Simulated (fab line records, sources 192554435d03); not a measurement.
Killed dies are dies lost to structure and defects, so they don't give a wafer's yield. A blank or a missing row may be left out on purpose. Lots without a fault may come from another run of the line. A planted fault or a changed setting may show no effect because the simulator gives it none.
Split-lot experiment | flow n5_finfet | 7 lots, 21 wafers read, on a route of 1938 steps

THE SPLIT
At N5_PMOS_HMC_CHANNEL_EPI_PEB_07 (peb time 60 s), the setting peb_time_s was moved away from the recipe's 60 s on 5 of the 21 wafers read, by -16.5% to +15.4%. The other wafers ran this setting at the recipe's value.

FROM THE SPLIT TO THE READING: what the file shows between them, 1 step
- N5_PMOS_HMC_CHANNEL_EPI_DEVELOP_08: develop time 30 s

THE READING
cd_nm, in nm, at N5_PMOS_HMC_CHANNEL_EPI_CD_MEAS_09 (target cd 237.4 nm). Fault-free wafers of this fab line usually give 236.4 nm, standard deviation 0.97 nm.

wafer  | tool, chamber at the split | peb_time_s as run, s | against the recipe | cd_nm, nm | against lot-mates on the recipe
L074.1 | litho_track-04, 0          | 60                   | recipe             | 236.4     | -
L074.2 | litho_track-04, 0          | 60                   | recipe             | 237.6     | -
L074.5 | litho_track-04, 0          | 60                   | recipe             | 236.3     | -
L080.1 | litho_track-04, 0          | 60                   | recipe             | 235.8     | -
L080.2 | litho_track-04, 0          | 52.54                | -12.4%             | 231.8     | -4.0
L080.5 | litho_track-04, 0          | 52.54                | -12.4%             | 230.3     | -5.5
L081.1 | litho_track-03, 0          | 60                   | recipe             | 236.5     | -
L081.2 | litho_track-03, 0          | 60                   | recipe             | 236.4     | -
L081.5 | litho_track-03, 0          | 60                   | recipe             | 235.7     | -
L084.1 | litho_track-01, 0          | 60                   | recipe             | 237.3     | -
L084.2 | litho_track-01, 0          | 60                   | recipe             | 236.8     | -
L084.4 | litho_track-01, 0          | 60                   | recipe             | 235.2     | -
L086.1 | litho_track-01, 0          | 60                   | recipe             | 237.4     | -
L086.3 | litho_track-01, 0          | 60                   | recipe             | 236.2     | -
L086.5 | litho_track-01, 0          | 60                   | recipe             | 237.0     | -
L087.3 | litho_track-01, 0          | 69.25                | +15.4%             | 244.6     | +6.6
L087.5 | litho_track-01, 0          | 69.25                | +15.4%             | 244.3     | +6.3
L087.6 | litho_track-01, 0          | 60                   | recipe             | 238.0     | -
L091.4 | litho_track-03, 0          | 50.12                | -16.5%             | 230.1     | -5.9
L091.5 | litho_track-03, 0          | 60                   | recipe             | 236.1     | -
L091.6 | litho_track-03, 0          | 60                   | recipe             | 235.9     | -

THE FIT
A straight line over all 21 wafers: cd_nm changes by +0.462 nm for each +1% of peb_time_s; r = +0.97; the points scatter about the line by 0.8 nm.
The same after taking each lot's own level away (the mean of its wafers on the recipe; 21 wafers): +0.393 nm for each +1%; r = +0.98; scatter 0.58 nm.
On that fit, the largest move of peb_time_s shifts the reading by 6.5 nm.
The lots' own levels span 235.80 to 238.00 nm, that is 2.3 times the standard deviation above.
So the lot-to-lot level changes the slope: the two fits differ.
Check: with one of the wafers moved furthest among these (-16.5%) left out of the fit, the line predicts -6.6 nm for it against its lot-mates. It came out at -5.9 nm against them.

OTHER SPLITS ON THESE WAFERS
These wafers also went through other splits before the reading. Each is held against what the fit with the lots' levels taken away leaves over:
other split on the same wafers | wafers away from the commonest value | r with cd_nm (lot level and that fit taken away)
N5_WELL_APT_COAT_02 spin_rpm   | 5                                    | -0.01

THE WHOLE CHAIN: every reading that the file lists as answering this split, in the file's order
step                               | what it does             | reading                                                                     | change (the file's fit)               | r (the file's)
N5_PMOS_HMC_CHANNEL_EPI_CD_MEAS_09 | target cd 237.4 nm       | cd_nm                                                                       | +0.387 nm for each +1% of the setting | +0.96
N5_PMOS_HMC_CHANNEL_EPI_DESCUM_14  | chemistry O2, time 7.9 s | PMOS_HMC_CHANNEL_EPI.cd_nm (the simulator's own value, which no gauge read) | +0.399 nm for each +1% of the setting | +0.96

THE FILE'S OWN FIT
cd_nm changes by +0.387 nm for each +1% of peb_time_s, r = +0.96.
